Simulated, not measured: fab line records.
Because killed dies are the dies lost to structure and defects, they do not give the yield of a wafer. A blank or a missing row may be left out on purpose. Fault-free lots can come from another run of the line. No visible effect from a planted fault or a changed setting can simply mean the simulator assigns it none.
2 desks looking at one fault / flow n5Finfet / each desk has only its own numbers; what lay behind them comes last

THE DEFECT DESK
Per lot, the means of the sampled wafers with a number show what the inspections along the route counted. Marked OUT: a lot whose mean sits more than 4 standard deviations from the usual mean, which makes it out of limits; the brackets give that distance.
Columns: A = rawDefectCount at N5_SDB_INSPECT_36, usual 37; B = rawDefectCount at N5_DUMMY_REMOVAL_INSPECT_06, usual 13
lot=L330; first seen here=day 3 22:19; A=29; B=11
lot=L335; first seen here=day 5 04:33; A=55; B=17
lot=L348; first seen here=day 8 12:24; A=27; B=11
lot=L349; first seen here=day 8 19:05; A=39; B=21
lot=L351; first seen here=day 9 07:52; A=24; B=12
This desk found nothing out of limits on any of the 5 lots.

TOOL OWNER'S DESK, aldHk-03
The tool's own readings at N5_HKMG_FIN_ALD_74 (deposits La2O3, target thk 0.5 nm, pulse time 6 s, co reactant pulse time 1 s): means of the sampled wafers that have a number, for each lot that ran on this tool. Marked OUT: a lot whose mean sits more than 4 standard deviations from the usual mean, which makes it out of limits; the brackets give that distance.
Columns: A = heaterPowerW at N5_HKMG_FIN_ALD_74, usual 361 W; B = precursorPulseHeightRel at N5_HKMG_FIN_ALD_74, usual 0.999
lot=L335; first seen here=day 5 05:34; A=350; B=0.998
lot=L348; first seen here=day 8 13:25; A=360; B=0.985
lot=L351; first seen here=day 9 08:52; A=357; B=0.984
This desk found nothing out of limits on any of the 3 lots.

TAKEN TOGETHER
The defect desk saw nothing out of limits.
The tool owner's desk saw nothing out of limits.

WHAT THE SIMULATOR HAD PUT IN
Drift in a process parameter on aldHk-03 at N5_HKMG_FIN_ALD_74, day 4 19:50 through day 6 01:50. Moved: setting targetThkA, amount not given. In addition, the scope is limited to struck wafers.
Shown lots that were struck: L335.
